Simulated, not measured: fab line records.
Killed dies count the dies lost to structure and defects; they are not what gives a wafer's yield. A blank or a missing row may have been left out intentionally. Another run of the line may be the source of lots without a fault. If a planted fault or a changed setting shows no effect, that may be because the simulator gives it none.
Which tool was responsible? ; flow nand_harc ; 13 lots with 39 wafers sampled at 5 steps, on a route of 1302 steps

== WHAT EACH GAUGE READ, for each wafer ==
NHARC_P_ZERO_WELL_INSPECT_43. Usual: 12 for raw_defect_count, sd 5.6.
lot;measured;on;raw_defect_count;flag
L838;day 2 23:47;defect_inspect-02;9 7 11;
L839;day 3 09:38;defect_inspect-02;15 13 11;
L841;day 4 06:40;defect_inspect-01;11 10 10;
L842;day 4 15:35;defect_inspect-02;17 10 11;
L843;day 5 01:36;defect_inspect-01;7 17 23;
L844;day 5 13:53;defect_inspect-01;9 11 7;
L846;day 6 09:40;defect_inspect-01;15 3 7;
L853;day 9 05:29;defect_inspect-01;14 17 15;
L854;day 9 17:34;defect_inspect-02;8 7 9;
L856;day 10 11:32;defect_inspect-02;2 12 11;
L857;day 10 21:47;defect_inspect-01;18 12 16;
L858;day 11 07:33;defect_inspect-01;28 22 11;
L859;day 11 19:56;defect_inspect-02;9 9 16;

NHARC_END_SORT_01. Usual: killed_at_array 62, standard deviation 22; killed_at_other 1.0, standard deviation 1.4; killed_at_periphery 4.2, standard deviation 2.8; killed_dies 67, standard deviation 23; killed_open 3.1, standard deviation 1.7; killed_short 2.1, standard deviation 1.5.
lot;measured;on;killed_at_array;killed_at_other;killed_at_periphery;killed_dies;killed_open;killed_short;flag
L853;day 31 11:38;prober-01;33 32 34;0 0 0;2 1 1;35 33 35;3 5 4;2 0 2;

== WHICH TOOL RAN EACH LOT (tool, then ch and the chambers of the sampled wafers, then the start) ==
lot;NHARC_P_ZERO_WELL_RTA_42;NHARC_P_STI_EXPOSE_06;NHARC_P_STI_CMP_21
L838;rtp_anneal-01 ch 0, day 2 23:13;krf_scanner-04 ch 0, day 3 14:15;cmp-03 ch 1,2,3, day 4 08:50
L839;rtp_anneal-02 ch 0, day 3 08:56;krf_scanner-01 ch 0, day 4 02:30;cmp-04 ch 0,1,2, day 4 21:30
L841;rtp_anneal-02 ch 0, day 4 06:06;krf_scanner-04 ch 0, day 4 23:03;cmp-03 ch 1,3, day 5 19:25
L842;rtp_anneal-01 ch 0, day 4 14:54;krf_scanner-01 ch 0, day 5 07:17;cmp-03 ch 1,2, day 6 02:19
L843;rtp_anneal-01 ch 0, day 5 00:55;krf_scanner-01 ch 0, day 5 15:51;cmp-02 ch 1,2,3, day 6 09:43
L844;rtp_anneal-01 ch 0, day 5 13:12;krf_scanner-02 ch 0, day 6 04:28;cmp-02 ch 2,3, day 7 02:04
L846;rtp_anneal-02 ch 0, day 6 09:06;krf_scanner-04 ch 0, day 7 00:12;cmp-02 ch 1,2,3, day 7 18:40
L853;rtp_anneal-01 ch 0, day 9 04:49;krf_scanner-02 ch 0, day 9 20:01;cmp-04 ch 1,2,3, day 10 17:25
L854;rtp_anneal-02 ch 0, day 9 16:53;krf_scanner-01 ch 0, day 10 11:21;cmp-03 ch 1,2, day 11 09:52
L856;rtp_anneal-02 ch 0, day 10 10:58;krf_scanner-04 ch 0, day 11 04:14;cmp-02 ch 1,2,3, day 11 23:27
L857;rtp_anneal-02 ch 0, day 10 21:20;krf_scanner-04 ch 0, day 11 14:22;cmp-02 ch 0,3, day 12 15:19
L858;rtp_anneal-01 ch 0, day 11 06:59;krf_scanner-04 ch 0, day 12 00:05;cmp-02 ch 1,3, day 12 18:55
L859;rtp_anneal-02 ch 0, day 11 19:22;krf_scanner-02 ch 0, day 12 13:59;cmp-03 ch 0,1,2, day 13 08:20
- NHARC_P_ZERO_WELL_RTA_42: time 300 s.
- NHARC_P_STI_EXPOSE_06: exposes mask P STI, target cd 200 nm.
- NHARC_P_STI_CMP_21: polishes, t overpolish 20 s, target thk 380.67 nm.

== WHAT THE TOOLS THEMSELVES READ (means of the sampled wafers that have a number; where no wafer has one, the mark that the record gives instead) ==
NHARC_P_ZERO_WELL_RTA_42. Usual: lamp_power_pct 34.8 %, standard deviation 1.3; wafer_temp_C_max 1107.1, standard deviation 1.3.
lot;tool;lamp_power_pct (%);wafer_temp_C_max;flag
L838;rtp_anneal-01;36.2;1106.2;
L839;rtp_anneal-02;33.5;1106.2;
L841;rtp_anneal-02;33.4;1107.1;
L842;rtp_anneal-01;36.2;1107.0;
L843;rtp_anneal-01;36.2;1107.2;
L844;rtp_anneal-01;36.1;1106.4;
L846;rtp_anneal-02;33.5;1108.3;
L853;rtp_anneal-01;36.2;1106.9;
L854;rtp_anneal-02;33.5;1108.2;
L856;rtp_anneal-02;33.5;1107.1;
L857;rtp_anneal-02;33.5;1107.8;
L858;rtp_anneal-01;36.1;1105.8;
L859;rtp_anneal-02;33.5;1107.3;

NHARC_P_STI_CMP_21. Usual: motor_current_A 12.2 A, standard deviation 1.3; overpolish_run_s 20.001 s, standard deviation 0.0083.
lot;tool;motor_current_A (A);overpolish_run_s (s);flag
L838;cmp-03;11.2;20.001;
L839;cmp-04;13.3;20.001;
L841;cmp-03;12.1;20.002;
L842;cmp-03;10.7;19.988;
L843;cmp-02;11.7;19.999;
L844;cmp-02;12.1;20.003;
L846;cmp-02;12.1;19.998;
L853;cmp-04;13.6;20.001;
L854;cmp-03;10.5;20.004;
L856;cmp-02;11.9;19.992;
L857;cmp-02;13.4;19.999;
L858;cmp-02;12.4;19.998;
L859;cmp-03;10.3;20.006;

== THE ANSWER, worked out from the rows above alone ==
Rule: lot off if the mean of its wafers having a number is beyond 3 standard deviations from the usual mean. A lot without any number at a reading at which 4 lots or more have one is off too. The other lots that the step has rows for count as sound. First the gauges in route order, then the tools' own readings, where a lot's mean is used as printed above. At the first step where some lot is off, the reading lying furthest off is the one used; lots without a number count as furthest.
No lot is off at any reading shown: from this, nothing can be told.

== WHAT THE SIMULATOR PUT IN ==
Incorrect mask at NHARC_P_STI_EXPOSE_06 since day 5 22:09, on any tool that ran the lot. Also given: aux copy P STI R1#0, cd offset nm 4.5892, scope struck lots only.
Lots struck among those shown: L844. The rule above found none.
